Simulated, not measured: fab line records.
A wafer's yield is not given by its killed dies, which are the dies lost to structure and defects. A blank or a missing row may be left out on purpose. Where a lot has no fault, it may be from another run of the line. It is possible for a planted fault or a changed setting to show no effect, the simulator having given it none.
Chamber matching    flow nand-harc    NHARC_P_M1_PRE_CLEAN_32 on pecvd-02 has 3 sister chambers
The step time 12 s. 20 wafers are shown with their chamber, then 10 later ones without.

WAFERS PAIRED WITH THEIR CHAMBERS
wafer   chamber  heater-power-w (W)
L081.1  2        768
L081.5  1        633
L081.6  2        741
L081.2  1        610
L081.3  0        625
L081.4  0        632
L083.1  0        717
L083.2  2        674
L083.3  1        687
L085.1  2        838
L085.4  2        847
L085.5  1        769
L085.2  0        758
L085.3  1        757
L085.6  0        759
L087.2  2        714
L087.4  1        666
L087.5  0        633
L087.1  1        676
L087.3  0        627

SIGNATURES, as means of the wafers listed above
reading         chamber 0  chamber 1  chamber 2  scatter within a chamber
heater-power-w  678.71     685.43     763.67     63.5
Rule: for each reading, subtract the chamber's mean from the wafer's reading, divide by that reading's scatter and square the result; add these up over the readings and take the root, which gives the wafer's distance from the chamber. The wafer belongs to the nearest chamber; if the next one is less than 2 further off, it can't be placed. The scatter is the square root of a quotient: the sum, over the shown wafers, of each reading's squared deviation from its chamber's mean, divided by wafers minus chambers.

WAFERS WHOSE CHAMBER IS MISSING
wafer   heater-power-w (W)
L087.6  714
L089.2  840
L089.5  855
L089.6  763
L093.1  799
L093.4  661
L093.6  757
L094.1  665
L094.4  667
L094.5  819

CHAMBER TAKEN BY EACH
wafer   from the rows above           in truth
L087.6  can't be placed: 1 or 0 or 2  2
L089.2  can't be placed: 2 or 1 or 0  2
L089.5  can't be placed: 2 or 1 or 0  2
L089.6  can't be placed: 2 or 1 or 0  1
L093.1  can't be placed: 2 or 1 or 0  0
L093.4  can't be placed: 0 or 1 or 2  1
L093.6  can't be placed: 2 or 1 or 0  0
L094.1  can't be placed: 0 or 1 or 2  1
L094.4  can't be placed: 0 or 1 or 2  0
L094.5  can't be placed: 2 or 1 or 0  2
Correctly placed: 0 of 10. Cannot be placed on the basis of these rows: 10; the candidates contain the true chamber in 10. Wrongly placed: 0.
